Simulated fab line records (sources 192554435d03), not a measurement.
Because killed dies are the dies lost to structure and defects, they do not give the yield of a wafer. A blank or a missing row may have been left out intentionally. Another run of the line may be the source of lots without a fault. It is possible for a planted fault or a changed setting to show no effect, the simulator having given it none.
fab line records	flow n5-finfet
record: lots: 24	wafers: 72	last-day: 17
route steps=1938 shown ZERO_LAYER@14 WELL_APT@30 PMOS_HMC_CHANNEL_EPI@73 FIN_SAQP@132
lots untouched by any fault: they come from a run of this same line in which no faults occurred
start-h: start of the lot's first displayed wafer, in hours after the record's first day	wait-h: hours elapsed since this lot's preceding step	" repeats the value in the row above	L1.1+2: a row that stands for several wafers	- no value present, or no start provided	* or withheld: withheld	< > ~ a bound
route shown NAME@n: names a module that has steps shown in the file, with the first one's number in the route	usual: mean and standard deviation over wafers with no fault	same: alike in all rows	chamber/n: place in a boat	sites: readings site by site	_std_site: how widely they spread, as a standard deviation	_edge_site: outer sites' mean less inner sites'	radius-mm: for every site, how far away it sits from the centre of the wafer	mask NAME#n: copy n	behind: the most recent tool/chamber to have shaped the wafer	hold: the reason the lot was held/the length of the hold in hours/how it ended	device: the transistor (n, p or np) that didn't switch	end of line: at the end of the route, the tests of the same wafers	a step with no rows: only its recipe	killed: the dies lost at the first sort to structure and to defects; this is not the yield of the wafer	map: a wafer's dies, marking killed ones x, the rest . and places with no die _
set.NAME: setting as actually run; set.NAME@STEP: the setting as run at that earlier step	model.NAME: the simulator's own value behind a step, which no gauge read
a sample of lots followed through the steps of the route, with each step as a table and each wafer as a row
services: the hour from which a tool's chamber was out of use, counted from the record's first day as start-h (under 0 if before that day), plus the number of hours and why
== steps ==
step: N5_ZERO_LAYER_DESCUM_16
recipe: chemistry: O2	time-s: 7.9	source-power-w: 50	bias-power-w: 20	pressure-mtorr: 20	rf-frequency-hz: 2.712e+07	temp-c: 40	o2-flow-sccm: 225
usual: drypump-motor-current-A: 5.7/0.32	oes-product-au: 0.79/0.11	rf-vpp-V: 243.8/1.2	showerhead-plenum-p-Torr: 2.13/0.052	throttle-valve-pct: 20.35/0.25
lot.wafer	tool	chamber	start-h	wait-h	drypump-motor-current-A	oes-product-au	rf-hours-counter-h	rf-vpp-V	showerhead-plenum-p-Torr	throttle-valve-pct
L074.3	rie-diel-05	0	12.84	0.0	5.0	0.75	163	244.6	2.18	20.28
L074.4	"	2	"	"	5.7	0.69	225	242.9	2.14	20.37
L074.5	"	2	"	"	5.7	0.69	-	242.8	2.14	20.39
L075.1	rie-diel-01	1	19.02	0.2	5.7	0.95	6	246.5	2.24	20.39
L075.2	"	0	"	"	5.7	0.72	187	243.9	2.07	20.39
L075.3	"	2	"	"	5.8	0.70	247	241.6	2.09	21.13
L076.2	rie-diel-01	2	24.80	0.0	5.8	0.70	248	242.8	2.09	21.13
L076.3	"	0	"	"	5.6	0.72	188	242.2	2.07	20.39
L076.6	"	2	"	"	5.8	0.70	-	242.5	2.09	21.12
L077.1	rie-diel-04	0	30.68	0.0	5.5	0.79	121	245.5	2.17	20.21
L077.3	"	3	"	"	6.1	0.88	69	245.6	2.14	20.06
L077.6	"	3	"	"	6.1	0.88	-	242.9	2.14	20.06
L078.1	rie-diel-05	2	36.80	0.0	5.7	0.68	233	245.1	2.14	20.39
L078.5	"	0	"	"	5.0	0.73	-	243.6	2.18	20.29
L078.6	"	3	"	"	5.8	0.72	-	245.6	2.14	20.01
L079.3	rie-diel-01	1	42.86	0.1	5.7	0.94	15	245.3	2.24	20.41
L079.4	"	0	"	"	5.6	0.72	-	242.3	2.07	20.42
L079.5	"	3	"	"	6.2	0.70	-	243.8	2.07	20.28
L080.2	rie-diel-05	3	48.68	0.0	5.8	0.71	216	244.0	2.14	20.03
L080.4	"	2	"	"	5.6	0.68	-	244.5	2.14	20.39
L080.6	"	1	"	"	5.6	1.00	-	244.0	2.15	20.18
L081.2	rie-diel-05	2	54.68	0.0	5.7	0.68	239	244.8	2.14	20.43
L081.3	"	1	"	"	5.6	0.99	3	243.4	2.15	20.18
L081.4	"	2	"	"	5.7	0.69	-	244.5	2.14	20.40
L082.2	rie-diel-01	0	60.71	0.0	5.6	0.71	202	243.5	2.07	20.42
L082.3	"	1	"	"	5.7	0.92	21	245.4	2.24	20.40
L082.6	"	2	"	"	5.8	0.98	-	244.0	2.09	20.72
L083.1	rie-diel-05	1	66.99	0.0	5.6	0.95	6	244.8	2.15	20.17
L083.4	"	3	"	"	5.8	0.71	222	242.9	2.14	20.02
L083.5	"	2	"	"	5.7	0.68	-	243.1	2.13	20.41
L084.1	rie-diel-05	3	72.81	0.0	5.8	0.71	224	243.5	2.14	20.03
L084.3	"	2	"	"	5.7	0.66	244	243.8	2.13	20.41
L084.6	"	0	"	"	5.0	0.73	-	245.5	2.18	20.31
L085.2	rie-diel-01	0	78.68	0.0	5.6	0.71	207	242.8	2.07	20.43
L085.3	"	3	"	"	6.2	0.68	231	241.0	2.07	20.32
L085.6	"	1	"	"	5.7	0.92	-	245.8	2.23	20.43
L086.1	rie-diel-04	2	84.81	0.0	6.0	0.70	228	245.0	2.16	20.73
L086.3	"	1	"	"	5.0	0.79	132	245.3	2.17	19.99
L086.4	"	3	"	"	6.1	0.86	82	244.1	2.14	20.08
L087.1	rie-diel-04	3	90.93	0.1	6.1	0.85	85	243.8	2.14	20.07
L087.2	"	0	"	"	5.4	0.77	141	245.2	2.16	20.22
L087.3	"	2	"	"	6.0	0.69	230	243.6	2.15	20.72
L088.1	rie-diel-01	1	96.69	0.0	5.7	0.90	32	245.7	2.23	20.41
L088.4	"	3	"	"	6.2	0.67	236	241.9	2.06	20.31
L088.5	"	1	"	"	5.7	0.91	-	244.4	2.23	20.43
L089.2	rie-diel-01	3	102.82	0.0	6.2	0.68	238	244.0	2.06	20.33
L089.5	"	3	"	"	6.2	0.68	-	243.0	2.06	20.32
L089.6	"	2	"	"	5.8	0.94	-	242.8	2.09	20.73
L090.2	rie-diel-01	3	108.82	0.1	6.2	0.67	239	241.8	2.06	20.32
L090.3	"	0	"	"	5.6	0.70	215	242.8	2.06	20.42
L090.5	"	1	"	"	5.7	0.89	-	245.3	2.23	20.41
L091.1	rie-diel-01	2	114.86	0.0	5.8	0.92	18	243.1	2.08	20.73
L091.3	"	0	"	"	5.6	0.70	218	243.6	2.06	20.44
L091.5	"	2	"	"	5.8	0.93	-	242.3	2.08	20.76
L092.2	rie-diel-05	0	120.81	0.0	5.0	0.72	194	245.0	2.17	20.31
L092.4	"	1	"	"	5.6	0.91	23	244.4	2.14	20.22
L092.5	"	3	"	"	5.7	0.71	-	244.7	2.13	20.06
L093.3	rie-diel-01	0	126.80	0.0	5.6	0.69	222	242.8	2.06	20.45
L093.5	"	2	"	"	5.8	0.93	-	241.6	2.08	20.76
L093.6	"	3	"	"	6.2	0.67	-	244.6	2.06	20.33
L094.2	rie-diel-05	2	132.76	0.1	5.6	0.96	6	244.2	2.13	19.99
L094.4	"	1	"	"	5.6	0.90	28	243.5	2.14	20.23
L094.6	"	3	"	"	5.7	0.71	-	244.5	2.13	20.08
L095.1	rie-diel-05	3	138.80	0.0	5.8	0.71	246	245.9	2.13	20.07
L095.2	"	2	"	"	5.6	0.97	9	244.2	2.13	20.00
L095.4	"	0	"	"	5.0	0.73	200	243.9	2.17	20.34
L096.1	rie-diel-05	3	144.92	0.1	5.8	0.71	248	244.0	2.13	20.07
L096.5	"	2	"	"	5.7	0.95	-	245.7	2.13	20.00
L096.6	"	3	"	"	5.8	0.70	-	243.3	2.13	20.06
L097.2	rie-diel-01	1	150.79	0.1	5.7	0.87	50	245.3	2.23	20.44
L097.5	"	0	"	"	5.7	0.69	-	242.6	2.06	20.47
L097.6	"	1	"	"	5.7	0.87	-	245.1	2.23	20.44
step: N5_WELL_APT_INSPECT_10
recipe: mode: adi	inspect-instrument: macro
usual: raw-defect-count: 1.9/1.2
lot.wafer	tool	chamber	start-h	wait-h	raw-defect-count
L074.3	defect-inspect-02	-	13.92	0.0	2
L074.4	"	-	"	"	1
L074.5	"	-	"	"	1
L075.1	defect-inspect-01	-	20.10	0.0	1
L075.2	"	-	"	"	1
L075.3	"	-	"	"	3
L076.2	defect-inspect-02	-	25.86	0.0	3
L076.3	"	-	"	"	0
L076.6	"	-	"	"	1
L077.1	defect-inspect-02	-	31.73	0.0	1
L077.3	"	-	"	"	3
L077.6	"	-	"	"	3
L078.1	defect-inspect-01	-	37.73	0.0	0
L078.5	"	-	"	"	0
L078.6	"	-	"	"	1
L079.3	defect-inspect-02	-	43.92	0.0	2
L079.4	"	-	"	"	6
L079.5	"	-	"	"	3
L080.2	defect-inspect-02	-	49.63	0.0	3
L080.4	"	-	"	"	1
L080.6	"	-	"	"	1
L081.2	defect-inspect-01	-	55.91	0.0	3
L081.3	"	-	"	"	2
L081.4	"	-	"	"	2
L082.2	defect-inspect-01	-	62.01	0.0	3
L082.3	"	-	"	"	1
L082.6	"	-	"	"	2
L083.1	defect-inspect-01	-	67.94	0.0	2
L083.4	"	-	"	"	2
L083.5	"	-	"	"	2
L084.1	defect-inspect-01	-	73.99	0.0	3
L084.3	"	-	"	"	4
L084.6	"	-	"	"	2
L085.2	defect-inspect-01	-	79.74	0.0	1
L085.3	"	-	"	"	5
L085.6	"	-	"	"	2
L086.1	defect-inspect-01	-	86.03	0.0	2
L086.3	"	-	"	"	0
L086.4	"	-	"	"	2
L087.1	defect-inspect-02	-	92.01	0.0	1
L087.2	"	-	"	"	1
L087.3	"	-	"	"	1
L088.1	defect-inspect-01	-	97.79	0.0	2
L088.4	"	-	"	"	1
L088.5	"	-	"	"	2
L089.2	defect-inspect-01	-	103.78	0.0	2
L089.5	"	-	"	"	1
L089.6	"	-	"	"	3
L090.2	defect-inspect-02	-	109.78	0.0	2
L090.3	"	-	"	"	2
L090.5	"	-	"	"	0
L091.1	defect-inspect-02	-	115.94	0.0	0
L091.3	"	-	"	"	2
L091.5	"	-	"	"	3
L092.2	defect-inspect-02	-	121.91	0.0	1
L092.4	"	-	"	"	5
L092.5	"	-	"	"	1
L093.3	defect-inspect-02	-	127.86	0.0	4
L093.5	"	-	"	"	3
L093.6	"	-	"	"	3
L094.2	defect-inspect-02	-	133.69	0.0	2
L094.4	"	-	"	"	1
L094.6	"	-	"	"	3
L095.1	defect-inspect-02	-	139.86	0.0	1
L095.2	"	-	"	"	2
L095.4	"	-	"	"	2
L096.1	defect-inspect-01	-	145.97	0.0	2
L096.5	"	-	"	"	1
L096.6	"	-	"	"	0
L097.2	defect-inspect-02	-	151.87	0.0	3
L097.5	"	-	"	"	3
L097.6	"	-	"	"	2
step: N5_WELL_APT_EPI_41
recipe: material: Si	target-thk-a: 500	temp-c: 650	precursor: SiH4/H2	pressure-torr: 20	time-s: 297.7
usual: throttle-valve-pct: 11.41/0.19
lot.wafer	tool	chamber	start-h	wait-h	throttle-valve-pct
L074.3	epi-rpcvd-04	0	16.83	0.2	11.04
L074.4	"	0	"	"	11.14
L074.5	"	0	"	"	11.16
L075.1	epi-rpcvd-04	0	22.68	0.0	10.97
L075.2	"	0	"	"	11.18
L075.3	"	0	"	"	11.21
L076.2	epi-rpcvd-02	0	28.54	0.1	11.25
L076.3	"	0	"	"	11.34
L076.6	"	0	"	"	11.64
L077.1	epi-rpcvd-04	0	34.15	0.0	11.26
L077.3	"	0	"	"	11.23
L077.6	"	0	"	"	11.39
L078.1	epi-rpcvd-01	0	40.02	0.0	11.52
L078.5	"	0	"	"	11.31
L078.6	"	0	"	"	11.16
L079.3	epi-rpcvd-04	0	46.67	0.3	11.13
L079.4	"	0	"	"	11.05
L079.5	"	0	"	"	11.04
L080.2	epi-rpcvd-01	0	52.02	0.1	11.63
L080.4	"	0	"	"	11.64
L080.6	"	0	"	"	11.45
L081.2	epi-rpcvd-02	0	58.28	0.2	11.52
L081.3	"	0	"	"	11.68
L081.4	"	0	"	"	11.55
L082.2	epi-rpcvd-01	0	64.76	0.1	11.71
L082.3	"	0	"	"	11.53
L082.6	"	0	"	"	11.53
L083.1	epi-rpcvd-02	0	70.27	0.0	11.37
L083.4	"	0	"	"	11.34
L083.5	"	0	"	"	11.41
L084.1	epi-rpcvd-01	0	76.81	0.0	11.49
L084.3	"	0	"	"	11.28
L084.6	"	0	"	"	11.59
L085.2	epi-rpcvd-01	0	82.16	0.1	11.43
L085.3	"	0	"	"	11.78
L085.6	"	0	"	"	11.59
L086.1	epi-rpcvd-02	0	88.44	0.0	11.45
L086.3	"	0	"	"	11.69
L086.4	"	0	"	"	11.50
L087.1	epi-rpcvd-01	0	94.95	0.0	11.48
L087.2	"	0	"	"	11.43
L087.3	"	0	"	"	11.35
L088.1	epi-rpcvd-01	0	100.19	0.0	11.39
L088.4	"	0	"	"	11.73
L088.5	"	0	"	"	11.37
L089.2	epi-rpcvd-02	0	106.58	0.1	11.50
L089.5	"	0	"	"	11.33
L089.6	"	0	"	"	11.76
L090.2	epi-rpcvd-01	0	112.26	0.2	11.41
L090.3	"	0	"	"	11.59
L090.5	"	0	"	"	11.43
L091.1	epi-rpcvd-02	0	118.62	0.0	11.45
L091.3	"	0	"	"	11.64
L091.5	"	0	"	"	11.53
L092.2	epi-rpcvd-04	0	124.44	0.1	11.38
L092.4	"	0	"	"	10.83
L092.5	"	0	"	"	11.21
L093.3	epi-rpcvd-02	0	130.77	0.2	11.31
L093.5	"	0	"	"	11.32
L093.6	"	0	"	"	11.63
L094.2	epi-rpcvd-02	0	136.25	0.1	11.38
L094.4	"	0	"	"	11.30
L094.6	"	0	"	"	11.62
L095.1	epi-rpcvd-02	0	142.79	0.0	11.40
L095.2	"	0	"	"	11.51
L095.4	"	0	"	"	11.39
L096.1	epi-rpcvd-01	0	148.22	0.0	11.39
L096.5	"	0	"	"	11.40
L096.6	"	0	"	"	11.46
L097.2	epi-rpcvd-02	0	154.67	0.1	11.50
L097.5	"	0	"	"	11.51
L097.6	"	0	"	"	11.33
step: N5_PMOS_HMC_CHANNEL_EPI_ETCH_38
recipe: chemistry: CF4	target: SiO2	target-depth-a: 15	ion-energy-ev: 350	pressure-mtorr: 10	icp-w: 800	bias-w: 400	cf4-flow-sccm: 80
usual: bias-w: 400.1/1.2	drypump-motor-current-A: 5.7/0.3	oes-product-au: 1.007/0.022	throttle-valve-pct: 21.72/0.26
lot.wafer	tool	chamber	start-h	wait-h	bias-w	drypump-motor-current-A	oes-product-au	rf-hours-counter-h	throttle-valve-pct
L074.3	rie-si-01	3	18.23	0.0	399.5	5.9	1.017	177	22.00
L074.4	"	2	"	"	400.8	5.7	0.978	11	21.69
L074.5	"	1	"	"	401.1	5.9	0.998	-	21.25
L075.1	rie-si-06	0	24.58	0.0	396.9	5.9	0.963	206	21.82
L075.2	"	2	"	"	401.5	5.8	1.024	74	21.99
L075.3	"	1	"	"	399.5	6.1	0.998	34	22.13
L076.2	rie-si-06	2	30.04	0.0	400.4	5.7	1.023	74	21.99
L076.3	"	1	"	"	399.4	6.1	0.999	34	22.13
L076.6	"	1	"	"	400.5	6.1	0.989	-	22.14
L077.1	rie-si-05	1	35.76	0.0	398.9	6.0	0.993	135	21.54
L077.3	"	3	"	"	400.1	5.0	0.992	104	22.04
L077.6	"	3	"	"	398.9	5.0	0.997	-	22.05
L078.1	rie-si-05	3	41.96	0.0	398.1	5.0	0.990	104	22.04
L078.5	"	1	"	"	402.0	6.0	0.990	-	21.57
L078.6	"	0	"	"	400.2	5.7	1.019	-	21.57
L079.3	rie-si-05	3	48.64	0.0	401.4	5.0	0.997	104	22.05
L079.4	"	1	"	"	399.1	6.0	0.988	135	21.56
L079.5	"	3	"	"	399.8	5.1	0.989	-	22.06
L080.2	rie-si-06	1	53.40	0.0	400.1	6.1	0.990	35	22.13
L080.4	"	2	"	"	400.8	5.7	1.003	75	22.00
L080.6	"	2	"	"	401.9	5.8	1.018	-	22.00
L081.2	rie-si-06	1	60.28	0.0	400.7	6.1	0.994	35	22.12
L081.3	"	3	"	"	400.7	5.4	1.013	24	21.49
L081.4	"	0	"	"	400.1	5.9	0.995	0	21.40
L082.2	rie-si-06	0	66.28	0.0	399.5	5.9	0.992	0	21.40
L082.3	"	1	"	"	399.8	6.1	0.994	35	22.12
L082.6	"	1	"	"	398.9	6.1	1.001	-	22.15
L083.1	rie-si-06	0	71.88	0.0	401.1	5.9	0.995	1	21.40
L083.4	"	2	"	"	397.9	5.7	1.024	75	21.98
L083.5	"	3	"	"	399.5	5.5	1.014	-	21.51
L084.1	rie-si-01	0	78.41	0.0	397.8	5.2	1.033	8	21.78
L084.3	"	1	"	"	400.6	5.9	1.017	171	21.24
L084.6	"	1	"	"	399.0	5.9	1.003	-	21.26
L085.2	rie-si-01	3	83.92	0.0	400.5	5.9	1.026	179	22.00
L085.3	"	2	"	"	398.7	5.7	0.967	12	21.71
L085.6	"	0	"	"	400.8	5.2	1.041	-	21.77
L086.1	rie-si-05	0	90.06	0.0	398.9	5.7	1.033	2	21.56
L086.3	"	2	"	"	399.1	5.4	0.991	19	21.79
L086.4	"	1	"	"	397.8	5.9	0.978	136	21.57
L087.1	rie-si-01	1	96.91	0.0	399.4	5.9	1.012	172	21.25
L087.2	"	0	"	"	400.4	5.2	1.048	8	21.78
L087.3	"	3	"	"	397.6	5.9	1.020	179	21.98
L088.1	rie-si-05	1	102.06	0.0	398.6	6.0	0.967	136	21.55
L088.4	"	0	"	"	397.8	5.7	1.038	2	21.57
L088.5	"	2	"	"	400.5	5.4	0.992	-	21.78
L089.2	rie-si-01	2	108.12	0.0	400.0	5.7	0.964	12	21.71
L089.5	"	0	"	"	402.5	5.2	1.040	-	21.78
L089.6	"	1	"	"	401.1	5.9	1.013	-	21.25
L090.2	rie-si-05	2	114.18	0.0	400.9	5.4	1.004	19	21.79
L090.3	"	0	"	"	402.3	5.7	1.042	3	21.57
L090.5	"	1	"	"	399.1	6.0	0.987	-	21.57
L091.1	rie-si-01	3	120.24	0.0	402.8	5.9	1.046	179	21.99
L091.3	"	0	"	"	402.3	5.2	1.033	9	21.78
L091.5	"	0	"	"	402.7	5.2	1.040	-	21.79
L092.2	rie-si-06	3	125.84	0.0	399.1	5.4	1.023	25	21.50
L092.4	"	0	"	"	399.3	5.9	0.983	-	21.39
L092.5	"	3	"	"	399.0	5.4	1.019	-	21.50
L093.3	rie-si-05	1	132.17	0.0	400.2	6.0	1.004	136	21.57
L093.5	"	1	"	"	401.2	6.0	0.996	-	21.59
L093.6	"	2	"	"	400.2	5.4	0.993	-	21.81
L094.2	rie-si-01	1	137.91	0.0	402.1	5.9	1.006	173	21.24
L094.4	"	2	"	"	399.1	5.7	0.967	13	21.71
L094.6	"	0	"	"	398.5	5.2	1.049	-	21.80
L095.1	rie-si-06	2	144.58	0.0	402.4	5.7	1.027	77	22.00
L095.2	"	0	"	"	399.3	5.9	0.980	2	21.42
L095.4	"	3	"	"	401.0	5.5	1.016	26	21.50
L096.1	rie-si-06	0	150.07	0.0	400.9	5.9	0.977	2	21.41
L096.5	"	0	"	"	400.0	5.9	0.985	-	21.41
L096.6	"	3	"	"	400.8	5.5	1.019	-	21.50
L097.2	rie-si-05	0	156.20	0.0	400.2	5.6	1.032	4	21.58
L097.5	"	0	"	"	402.3	5.6	1.039	-	21.59
L097.6	"	3	"	"	399.8	5.1	0.986	-	22.04
step: N5_FIN_SAQP_RECESS_63
recipe: chemistry: HF/NH3	target: SiO2	target-depth-a: 180	afs-cycles: 3	temp-c: 30	sublimation-temp-c: 180	sublimation-time-s: 60
usual: drypump-motor-current-A: 5.7/0.39
lot.wafer	tool	chamber	start-h	wait-h	drypump-motor-current-A
L074.3	vapor-etch-02	0	24.75	0.2	5.5
L074.4	"	1	"	"	5.3
L074.5	"	1	"	"	5.3
L075.1	vapor-etch-02	0	31.09	0.1	5.5
L075.2	"	1	"	"	5.3
L075.3	"	0	"	"	5.5
L076.2	vapor-etch-01	1	37.14	0.1	5.7
L076.3	"	1	"	"	5.7
L076.6	"	0	"	"	6.3
L077.1	vapor-etch-01	1	43.71	0.1	5.8
L077.3	"	0	"	"	6.3
L077.6	"	0	"	"	6.3
L078.1	vapor-etch-02	0	49.12	0.1	5.5
L078.5	"	0	"	"	5.5
L078.6	"	1	"	"	5.3
L079.3	vapor-etch-01	0	55.73	0.2	6.3
L079.4	"	1	"	"	5.8
L079.5	"	0	"	"	6.3
L080.2	vapor-etch-01	0	61.55	0.1	6.3
L080.4	"	1	"	"	5.8
L080.6	"	1	"	"	5.8
L081.2	vapor-etch-02	0	66.67	0.1	5.5
L081.3	"	1	"	"	5.3
L081.4	"	0	"	"	5.5
L082.2	vapor-etch-01	1	73.39	0.1	5.8
L082.3	"	0	"	"	6.3
L082.6	"	0	"	"	6.3
L083.1	vapor-etch-02	0	78.16	0.1	5.5
L083.4	"	0	"	"	5.5
L083.5	"	1	"	"	5.3
L084.1	vapor-etch-01	0	87.33	0.1	6.3
L084.3	"	0	"	"	6.3
L084.6	"	1	"	"	5.8
L085.2	vapor-etch-01	0	91.01	0.1	6.3
L085.3	"	0	"	"	6.3
L085.6	"	0	"	"	6.4
L086.1	vapor-etch-02	0	98.19	0.1	5.5
L086.3	"	0	"	"	5.5
L086.4	"	1	"	"	5.4
L087.1	vapor-etch-01	1	107.56	0.1	5.8
L087.2	"	0	"	"	6.3
L087.3	"	0	"	"	6.3
L088.1	vapor-etch-02	0	110.39	0.1	5.5
L088.4	"	1	"	"	5.3
L088.5	"	1	"	"	5.3
L089.2	vapor-etch-02	0	114.82	0.1	5.5
L089.5	"	1	"	"	5.3
L089.6	"	0	"	"	5.5
L090.2	vapor-etch-01	1	121.27	0.1	5.8
L090.3	"	0	"	"	6.3
L090.5	"	1	"	"	5.8
L091.1	vapor-etch-02	1	126.72	0.1	5.3
L091.3	"	0	"	"	5.5
L091.5	"	1	"	"	5.3
L092.2	vapor-etch-01	0	132.71	0.1	6.3
L092.4	"	1	"	"	5.8
L092.5	"	1	"	"	5.8
L093.3	vapor-etch-01	1	138.68	0.3	5.8
L093.5	"	1	"	"	5.8
L093.6	"	0	"	"	6.3
L094.2	vapor-etch-02	0	144.33	0.1	5.5
L094.4	"	1	"	"	5.3
L094.6	"	1	"	"	5.3
L095.1	vapor-etch-01	1	151.63	0.1	5.8
L095.2	"	0	"	"	6.3
L095.4	"	1	"	"	5.8
L096.1	vapor-etch-02	1	156.45	0.1	5.3
L096.5	"	0	"	"	5.5
L096.6	"	1	"	"	5.3
L097.2	vapor-etch-02	1	162.54	0.2	5.3
L097.5	"	0	"	"	5.5
L097.6	"	1	"	"	5.3
step: N5_FIN_SAQP_MANDREL2_REMOVE_60
recipe: chemistry: HBr/Cl2/O2	bt-time-s: 10	target: a-Si	stop-on: SiNx	endpoint: OES-SiCl	over-etch-frac: 1	icp-w: 600	bias-w: 22	HBr_flow_sccm: 150	Cl2_flow_sccm: 80	O2_flow_sccm: 5	pressure-mtorr: 10
usual: bias-w: 21.99/0.072	drypump-motor-current-A: 5.9/0.61	oes-product-au: 1.004/0.014	throttle-valve-pct: 36.8/0.49
lot.wafer	tool	chamber	start-h	wait-h	bias-w	drypump-motor-current-A	oes-product-au	rf-hours-counter-h	throttle-valve-pct
L074.3	rie-si-03	2	25.87	0.1	21.96	5.3	0.990	142	36.5
L074.4	"	0	"	"	22.05	6.8	0.996	55	37.7
L074.5	"	0	"	"	21.89	6.8	0.997	-	37.8
L075.1	rie-si-02	0	32.25	0.1	22.07	4.9	0.961	120	36.7
L075.2	"	3	"	"	21.96	6.2	0.990	122	36.8
L075.3	"	2	"	"	21.99	6.6	0.998	162	37.0
L076.2	rie-si-04	2	38.30	0.1	22.06	5.9	1.019	0	37.0
L076.3	"	1	"	"	22.10	5.2	1.013	135	36.6
L076.6	"	0	"	"	21.89	6.6	0.997	-	36.1
L077.1	rie-si-03	2	45.09	0.1	21.83	5.3	1.005	143	36.5
L077.3	"	0	"	"	21.91	6.8	1.007	55	37.7
L077.6	"	1	"	"	22.02	6.6	1.006	-	37.2
L078.1	rie-si-03	2	50.28	0.1	22.05	5.3	0.997	143	36.5
L078.5	"	0	"	"	22.11	6.8	0.986	-	37.8
L078.6	"	1	"	"	22.06	6.6	1.002	-	37.2
L079.3	rie-si-04	3	57.56	0.1	22.02	5.7	1.031	189	36.9
L079.4	"	2	"	"	22.05	5.9	1.007	0	37.0
L079.5	"	3	"	"	22.05	5.7	1.021	-	36.9
L080.2	rie-si-03	0	62.92	0.1	21.99	6.8	0.993	56	37.8
L080.4	"	2	"	"	21.92	5.3	1.000	143	36.5
L080.6	"	0	"	"	22.03	6.8	1.000	-	37.7
L081.2	rie-si-03	0	68.60	0.1	21.94	6.8	0.998	56	37.8
L081.3	"	2	"	"	22.01	5.3	1.008	143	36.5
L081.4	"	3	"	"	22.06	5.4	0.995	44	36.4
L082.2	rie-si-04	1	74.66	0.1	22.13	5.1	1.016	136	36.6
L082.3	"	2	"	"	22.13	5.8	1.015	1	37.0
L082.6	"	3	"	"	22.02	5.6	1.033	-	36.9
L083.1	rie-si-04	1	79.33	0.1	21.99	5.2	1.020	136	36.6
L083.4	"	2	"	"	22.04	5.9	1.011	1	37.0
L083.5	"	0	"	"	22.02	6.6	0.991	-	36.1
L084.1	rie-si-04	0	88.59	0.1	22.08	6.5	0.984	84	36.1
L084.3	"	2	"	"	21.95	5.9	1.017	1	37.0
L084.6	"	0	"	"	21.92	6.6	0.997	-	36.1
L085.2	rie-si-04	2	93.26	0.1	22.03	5.9	1.005	1	37.0
L085.3	"	0	"	"	21.89	6.5	1.001	84	36.1
L085.6	"	2	"	"	21.90	5.9	1.009	-	37.0
L086.1	rie-si-04	1	101.34	0.1	22.06	5.1	1.020	136	36.6
L086.3	"	0	"	"	22.01	6.5	0.991	84	36.1
L086.4	"	3	"	"	22.00	5.7	1.016	189	36.9
L087.1	rie-si-03	3	108.73	0.1	22.05	5.4	0.998	45	36.4
L087.2	"	2	"	"	22.08	5.3	1.011	144	36.5
L087.3	"	0	"	"	21.86	6.8	0.999	56	37.7
L088.1	rie-si-04	2	111.89	0.1	22.00	5.9	1.016	1	37.0
L088.4	"	1	"	"	22.01	5.2	1.004	136	36.6
L088.5	"	3	"	"	21.92	5.7	1.006	-	36.9
L089.2	rie-si-03	3	116.23	0.1	22.00	5.3	1.002	45	36.4
L089.5	"	1	"	"	21.88	6.6	1.016	-	37.2
L089.6	"	0	"	"	22.05	6.8	1.003	-	37.8
L090.2	rie-si-03	3	122.55	0.1	21.93	5.4	0.997	45	36.4
L090.3	"	1	"	"	21.92	6.6	1.015	145	37.2
L090.5	"	2	"	"	22.03	5.3	1.008	-	36.5
L091.1	rie-si-03	0	128.22	0.1	22.03	6.8	0.983	57	37.7
L091.3	"	2	"	"	22.06	5.3	0.992	144	36.5
L091.5	"	3	"	"	21.90	5.4	0.992	-	36.4
L092.2	rie-si-04	3	133.88	0.1	21.92	5.7	1.013	190	36.9
L092.4	"	0	"	"	22.10	6.5	1.002	84	36.1
L092.5	"	0	"	"	21.92	6.5	0.990	-	36.1
L093.3	rie-si-03	2	139.98	0.1	21.98	5.3	1.003	144	36.5
L093.5	"	2	"	"	22.03	5.3	0.997	-	36.5
L093.6	"	0	"	"	21.99	6.7	0.996	-	37.8
L094.2	rie-si-03	1	145.61	0.1	21.98	6.6	1.017	145	37.2
L094.4	"	2	"	"	21.89	5.3	0.998	145	36.5
L094.6	"	1	"	"	22.03	6.6	1.024	-	37.2
L095.1	rie-si-02	2	152.89	0.1	21.91	6.6	0.991	165	37.0
L095.2	"	1	"	"	21.98	5.7	1.012	7	36.2
L095.4	"	0	"	"	21.93	4.9	0.968	122	36.6
L096.1	rie-si-04	1	157.79	0.1	21.93	5.2	1.015	137	36.6
L096.5	"	3	"	"	21.98	5.7	1.004	-	36.9
L096.6	"	0	"	"	22.15	6.6	0.991	-	36.1
L097.2	rie-si-02	1	163.92	0.1	21.87	5.7	1.010	7	36.2
L097.5	"	0	"	"	22.06	4.9	0.960	-	36.6
L097.6	"	3	"	"	21.99	6.2	0.986	-	36.8
== services ==
tool	chamber	start-h	hours	kind
rie-si-06	0	-1.15	4.6	repair
rie-si-06	3	2.43	22.8	repair
rie-si-05	-	5.76	28.1	pm
epi-rpcvd-02	-	19.77	0.9	repair
rie-diel-05	-	42.56	2.8	pm
rie-diel-04	3	44.36	6.6	repair
rie-si-05	1	44.73	1.0	repair
rie-diel-05	0	48.06	8.5	repair
rie-si-01	3	50.64	5.8	repair
rie-diel-04	3	51.82	4.5	repair
rie-si-05	3	73.72	4.7	repair
rie-diel-01	2	78.79	3.0	repair
rie-diel-01	-	100.88	0.9	repair
rie-si-05	0	104.16	2.8	repair
rie-si-06	-	108.52	0.1	repair
rie-si-03	-	109.71	0.8	repair
rie-si-06	1	114.25	13.2	repair
epi-rpcvd-01	-	117.08	27.2	pm
rie-si-02	0	122.37	3.4	repair
rie-si-05	3	127.23	6.0	repair
rie-si-03	1	134.50	7.3	repair
rie-diel-04	0	135.51	2.6	repair
rie-diel-04	2	137.67	9.0	repair
rie-diel-05	3	154.00	3.5	repair
== key ==
fault none
